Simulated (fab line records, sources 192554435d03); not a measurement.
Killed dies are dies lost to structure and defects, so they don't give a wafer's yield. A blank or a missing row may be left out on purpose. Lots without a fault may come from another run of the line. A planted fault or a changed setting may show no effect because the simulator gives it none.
Which tool did it? | flow n5_finfet | 7 lots, 21 wafers sampled, at 9 steps of a route of 1938

WHAT THE GAUGES READ, wafer by wafer
N5_SD_EPI_N_INSPECT_26: inspects for defects (darkfield). Usual: raw_defect_count 203, standard deviation 45.
lot  | measured    | on                | raw_defect_count | flag
L130 | day 3 05:43 | defect_inspect-02 | 215 192 243      |
L134 | day 4 05:08 | defect_inspect-01 | 253 134 177      |
L136 | day 4 17:40 | defect_inspect-02 | 511 573 445      | OFF
L137 | day 5 01:28 | defect_inspect-01 | 507 440 464      | OFF
L138 | day 5 08:22 | defect_inspect-02 | 181 270 220      |
L146 | day 7 04:14 | defect_inspect-02 | 181 189 182      |
L147 | day 7 11:48 | defect_inspect-01 | 187 167 167      |

N5_SD_EPI_P_INSPECT_11: inspects for defects (macro). Usual: raw_defect_count 2.0, standard deviation 1.4.
lot  | measured    | on                | raw_defect_count | flag
L130 | day 3 06:10 | defect_inspect-02 | 1 5 0            |
L134 | day 4 05:35 | defect_inspect-02 | 2 1 2            |
L136 | day 4 18:07 | defect_inspect-01 | 286 300 274      | OFF
L137 | day 5 01:55 | defect_inspect-02 | >300 >300 >300   | OFF
L138 | day 5 08:49 | defect_inspect-01 | 2 3 3            |
L146 | day 7 04:41 | defect_inspect-01 | 2 2 3            |
L147 | day 7 12:15 | defect_inspect-02 | 0 0 3            |

N5_SD_EPI_P_INSPECT_26: inspects for defects (darkfield). Usual: raw_defect_count 174, standard deviation 42.
lot  | measured    | on                | raw_defect_count | flag
L130 | day 3 09:56 | defect_inspect-01 | 137 108 164      |
L134 | day 4 09:21 | defect_inspect-01 | 178 124 147      |
L136 | day 4 21:53 | defect_inspect-01 | 467 532 450      | OFF
L137 | day 5 07:39 | defect_inspect-01 | 478 446 442      | OFF
L138 | day 5 14:42 | defect_inspect-02 | 170 218 215      |
L146 | day 7 09:25 | defect_inspect-01 | 165 151 148      |
L147 | day 7 18:08 | defect_inspect-01 | 144 133 127      |

N5_SD_ACTIVATION_INSPECT_02: inspects for defects (darkfield). Usual: raw_defect_count 175, standard deviation 42.
lot  | measured    | on                | raw_defect_count | flag
L130 | day 3 10:41 | defect_inspect-01 | 130 107 162      |
L134 | day 4 10:06 | defect_inspect-01 | 171 135 152      |
L136 | day 4 22:38 | defect_inspect-02 | 478 552 468      | OFF
L137 | day 5 08:25 | defect_inspect-01 | 472 439 460      | OFF
L138 | day 5 15:28 | defect_inspect-01 | 138 206 172      |
L146 | day 7 10:23 | defect_inspect-02 | 188 172 166      |
L147 | day 7 18:53 | defect_inspect-01 | 147 132 107      |

N5_BEOL_M4_RC_MEAS_101. Usual: DIBL_N 36.2 mV/V, standard deviation 1.7; DIBL_P 36.2 mV/V, standard deviation 2.2; IOFF_N 0.16 nA/um, standard deviation 0.035; IOFF_P 0.21 nA/um, standard deviation 0.042; ION_N 673 uA/um, standard deviation 13; ION_P 462 uA/um, standard deviation 7.9; SS_N 71.4 mV/dec, standard deviation 0.59; SS_P 73.2 mV/dec, standard deviation 0.7; VT_N 250 mV, standard deviation 3.6; VT_P -251 mV, standard deviation 3.5.
lot  | measured     | on        | DIBL_N (mV/V)  | DIBL_P (mV/V)  | IOFF_N (nA/um) | IOFF_P (nA/um) | ION_N (uA/um) | ION_P (uA/um) | SS_N (mV/dec)  | SS_P (mV/dec)  | VT_N (mV)   | VT_P (mV)      | flag
L130 | day 7 14:49  | prober-01 | 39.5 37.5 34.2 | 39.9 36.7 33.5 | 0.20 0.17 0.11 | 0.24 0.20 0.15 | 672 681 642   | 458 461 443   | 72.9 71.9 71.0 | 74.6 74.5 72.4 | 248 253 256 | -248 -251 -256 |
L134 | day 8 10:10  | prober-02 | 35.5 34.1 36.4 | 34.9 33.8 35.9 | 0.14 0.12 0.17 | 0.19 0.18 0.21 | 667 673 689   | 464 467 467   | 70.9 70.8 71.2 | 73.4 72.8 72.6 | 251 250 247 | -251 -254 -250 |
L136 | day 9 04:19  | prober-01 | 35.6 34.7 38.1 | 38.0 36.0 39.9 | 0.17 0.14 0.20 | 0.21 0.18 0.23 | 681 662 681   | 456 454 458   | 71.0 71.7 71.8 | 72.9 73.0 74.0 | 252 250 249 | -250 -253 -251 |
L137 | day 9 19:28  | prober-02 | 37.3 37.1 36.5 | 37.1 38.6 36.5 | 0.18 0.19 0.16 | 0.24 0.27 0.22 | 676 691 682   | 468 477 463   | 71.6 71.7 71.3 | 72.4 73.7 72.6 | 249 246 250 | -248 -247 -250 |
L138 | day 10 02:51 | prober-01 | 35.0 37.7 35.9 | 34.7 37.1 35.6 | 0.13 0.17 0.14 | 0.21 0.25 0.24 | 654 668 655   | 466 464 464   | 71.3 71.3 70.4 | 72.4 73.0 72.9 | 254 250 252 | -251 -247 -247 |
L146 | day 11 13:39 | prober-02 | 34.7 32.8 34.0 | 33.5 31.6 32.5 | 0.11 0.10 0.11 | 0.16 0.13 0.15 | 652 648 664   | 449 441 447   | 70.9 70.4 70.9 | 72.8 72.4 72.4 | 255 258 254 | -254 -256 -256 |
L147 | day 12 13:05 | prober-02 | 36.2 35.4 36.9 | 35.5 35.1 37.5 | 0.16 0.16 0.17 | 0.21 0.21 0.24 | 670 677 676   | 465 468 462   | 71.2 71.6 72.2 | 73.1 73.0 73.1 | 251 249 249 | -249 -249 -249 |

WHICH TOOL RAN EACH LOT (tool, then ch and the chambers of the sampled wafers, then the start)
lot  | N5_DUMMY_GATE_STRIP_48            | N5_SD_EPI_N_ETCHBACK_44           | N5_SD_EPI_N_ETCH_45               | N5_SD_EPI_N_ETCH_16
L130 | rie_diel-06 ch 0,2, day 3 00:35   | rie_diel-01 ch 0,1, day 3 02:09   | rie_diel-01 ch 0,1, day 3 02:15   | rie_diel-01 ch 0,1, day 3 02:21
L134 | rie_diel-05 ch 0,1,2, day 3 23:47 | rie_diel-01 ch 2,3, day 4 01:35   | rie_diel-01 ch 2,3, day 4 01:41   | rie_diel-01 ch 2,3, day 4 01:47
L136 | rie_diel-06 ch 0,2,3, day 4 11:14 | rie_diel-01 ch 0,2,3, day 4 13:01 | rie_diel-01 ch 0,2,3, day 4 13:07 | rie_diel-01 ch 0,2,3, day 4 13:13
L137 | rie_diel-05 ch 0,1,2, day 4 16:50 | rie_diel-01 ch 0,1,2, day 4 21:52 | rie_diel-01 ch 0,1,2, day 4 21:58 | rie_diel-01 ch 0,1,2, day 4 22:04
L138 | rie_diel-05 ch 1,2,3, day 5 01:36 | rie_diel-03 ch 0,2,3, day 5 04:46 | rie_diel-03 ch 0,2,3, day 5 04:52 | rie_diel-03 ch 0,2,3, day 5 04:58
L146 | rie_diel-05 ch 1,2,3, day 6 22:59 | rie_diel-04 ch 1,2,3, day 7 00:42 | rie_diel-04 ch 1,2,3, day 7 00:48 | rie_diel-04 ch 1,2,3, day 7 00:54
L147 | rie_diel-02 ch 0,3, day 7 04:53   | rie_diel-04 ch 1,2,3, day 7 07:14 | rie_diel-04 ch 1,2,3, day 7 07:20 | rie_diel-04 ch 1,2,3, day 7 07:26
- N5_DUMMY_GATE_STRIP_48: strips in N2/H2, time 20 s.
- N5_SD_EPI_N_ETCHBACK_44: etches SiNx in CH3F/O2, stops on SiO2, target depth 14.5 nm.
- N5_SD_EPI_N_ETCH_45: etches SiOCN in CH3F/O2, target depth 6 nm.
- N5_SD_EPI_N_ETCH_16: etches SiO2 in CHF3/O2, target depth 5 nm.

WHAT THE TOOLS THEMSELVES READ (means of the sampled wafers that have a number; where no wafer has one, the mark that the record gives instead)
N5_DUMMY_GATE_STRIP_48. Usual: drypump_motor_current_A 5.7 A, standard deviation 0.54; oes_product_au 0.77 a.u., standard deviation 0.076; rf_vpp_V 45.3 V, standard deviation 0.89; showerhead_plenum_p_Torr 3.41 Torr, standard deviation 0.14; throttle_valve_pct 12.3 %, standard deviation 0.31.
lot  | tool        | drypump_motor_current_A (A) | oes_product_au (a.u.) | rf_vpp_V (V) | showerhead_plenum_p_Torr (Torr) | throttle_valve_pct (%) | flag
L130 | rie_diel-06 | 5.4                         | 0.75                  | 44.7         | 3.28                            | 12.2                   |
L134 | rie_diel-05 | 5.6                         | 0.80                  | 45.4         | 3.40                            | 12.4                   |
L136 | rie_diel-06 | 5.8                         | 0.74                  | 45.6         | 3.37                            | 12.3                   |
L137 | rie_diel-05 | 5.6                         | 0.80                  | 45.7         | 3.40                            | 12.5                   |
L138 | rie_diel-05 | 5.4                         | 0.80                  | 45.2         | 3.50                            | 12.3                   |
L146 | rie_diel-05 | 5.4                         | 0.79                  | 46.0         | 3.49                            | 12.3                   |
L147 | rie_diel-02 | 5.4                         | 0.75                  | 45.5         | 3.51                            | 12.4                   |

N5_SD_EPI_N_ETCHBACK_44. Usual: drypump_motor_current_A 5.7 A, standard deviation 0.45; oes_ar_750_au 0.77 a.u., standard deviation 0.064; oes_f_703_au 0.77 a.u., standard deviation 0.065; oes_product_au 0.66 a.u., standard deviation 0.053; rf_vpp_V 297 V, standard deviation 5.5; showerhead_plenum_p_Torr 2.03 Torr, standard deviation 0.059; throttle_valve_pct 16.31 %, standard deviation 0.15.
lot  | tool        | drypump_motor_current_A (A) | oes_ar_750_au (a.u.) | oes_f_703_au (a.u.) | oes_product_au (a.u.) | rf_vpp_V (V) | showerhead_plenum_p_Torr (Torr) | throttle_valve_pct (%) | flag
L130 | rie_diel-01 | 5.5                         | 0.77                 | 0.78                | 0.66                  | 292          | 2.03                            | 16.22                  |
L134 | rie_diel-01 | 5.7                         | 0.88                 | 0.88                | 0.74                  | 295          | 2.07                            | 16.22                  |
L136 | rie_diel-01 | 5.6                         | 0.81                 | 0.82                | 0.70                  | 295          | 2.02                            | 16.25                  |
L137 | rie_diel-01 | 5.2                         | 0.75                 | 0.75                | 0.64                  | 298          | 2.00                            | 16.32                  |
L138 | rie_diel-03 | 5.5                         | 0.78                 | 0.78                | 0.66                  | 292          | 2.06                            | 16.20                  |
L146 | rie_diel-04 | 6.0                         | 0.77                 | 0.77                | 0.66                  | 301          | 2.03                            | 16.37                  |
L147 | rie_diel-04 | 6.0                         | 0.76                 | 0.76                | 0.65                  | 302          | 2.03                            | 16.37                  |

N5_SD_EPI_N_ETCH_45. Usual: drypump_motor_current_A 5.7 A, standard deviation 0.45; oes_product_au 0.77 a.u., standard deviation 0.065; rf_vpp_V 127.8 V, standard deviation 0.93; showerhead_plenum_p_Torr 2.02 Torr, standard deviation 0.059; throttle_valve_pct 23.25 %, standard deviation 0.19.
lot  | tool        | drypump_motor_current_A (A) | oes_product_au (a.u.) | rf_vpp_V (V) | showerhead_plenum_p_Torr (Torr) | throttle_valve_pct (%) | flag
L130 | rie_diel-01 | 5.6                         | 0.77                  | 128.1        | 2.03                            | 23.18                  |
L134 | rie_diel-01 | 5.7                         | 0.87                  | 128.4        | 2.07                            | 23.23                  |
L136 | rie_diel-01 | 5.6                         | 0.82                  | 127.6        | 2.02                            | 23.25                  |
L137 | rie_diel-01 | 5.2                         | 0.74                  | 127.2        | 2.00                            | 23.30                  |
L138 | rie_diel-03 | 5.5                         | 0.77                  | 128.4        | 2.05                            | 23.11                  |
L146 | rie_diel-04 | 6.0                         | 0.77                  | 127.4        | 2.02                            | 23.32                  |
L147 | rie_diel-04 | 6.0                         | 0.76                  | 127.8        | 2.02                            | 23.31                  |

N5_SD_EPI_N_ETCH_16. Usual: drypump_motor_current_A 5.7 A, standard deviation 0.45; oes_ar_750_au 0.77 a.u., standard deviation 0.064; oes_f_703_au 0.78 a.u., standard deviation 0.061; oes_product_au 0.77 a.u., standard deviation 0.065; rf_vpp_V 522 V, standard deviation 9.8; showerhead_plenum_p_Torr 2.44 Torr, standard deviation 0.068; throttle_valve_pct 18.85 %, standard deviation 0.16.
lot  | tool        | drypump_motor_current_A (A) | oes_ar_750_au (a.u.) | oes_f_703_au (a.u.) | oes_product_au (a.u.) | rf_vpp_V (V) | showerhead_plenum_p_Torr (Torr) | throttle_valve_pct (%) | flag
L130 | rie_diel-01 | 5.6                         | 0.77                 | 0.78                | 0.77                  | 515          | 2.45                            | 18.75                  |
L134 | rie_diel-01 | 5.7                         | 0.87                 | 0.87                | 0.87                  | 518          | 2.49                            | 18.81                  |
L136 | rie_diel-01 | 5.6                         | 0.81                 | 0.81                | 0.81                  | 519          | 2.44                            | 18.81                  |
L137 | rie_diel-01 | 5.2                         | 0.75                 | 0.75                | 0.75                  | 523          | 2.41                            | 18.86                  |
L138 | rie_diel-03 | 5.5                         | 0.77                 | 0.78                | 0.78                  | 515          | 2.48                            | 18.73                  |
L146 | rie_diel-04 | 6.0                         | 0.77                 | 0.77                | 0.76                  | 533          | 2.45                            | 18.92                  |
L147 | rie_diel-04 | 6.0                         | 0.76                 | 0.77                | 0.76                  | 532          | 2.45                            | 18.93                  |

THE ANSWER, worked out from the rows above alone
Rule: a lot is off if the mean of its wafers that have a number lies more than 3 standard deviations from the usual mean. A lot without any number at a reading at which 4 lots or more have one is off too. The other lots that the step has rows for count as sound. The gauges are gone through in route order, then the tools' own readings, and for those a lot's mean is taken as printed above. The first step at which some lot is off is used, and at that step the reading that is off furthest; a lot without a number counts as furthest.
Off: L136, L137, at N5_SD_EPI_N_INSPECT_26 (raw_defect_count).
A tool fits if, at a process step before that reading, it ran every lot that is off, and no sound lot after the first of them. The gauges at N5_SD_EPI_N_INSPECT_26 are tried like those tools. One fits: rie_diel-01 at N5_SD_EPI_N_ETCHBACK_44 and N5_SD_EPI_N_ETCH_45 and N5_SD_EPI_N_ETCH_16. At N5_SD_EPI_N_ETCHBACK_44 its last sound lot is L134 (day 4 01:35), its first lot that is off L136 (day 4 13:01): a fault that began between those two fits.

WHAT THE SIMULATOR HAD PUT IN
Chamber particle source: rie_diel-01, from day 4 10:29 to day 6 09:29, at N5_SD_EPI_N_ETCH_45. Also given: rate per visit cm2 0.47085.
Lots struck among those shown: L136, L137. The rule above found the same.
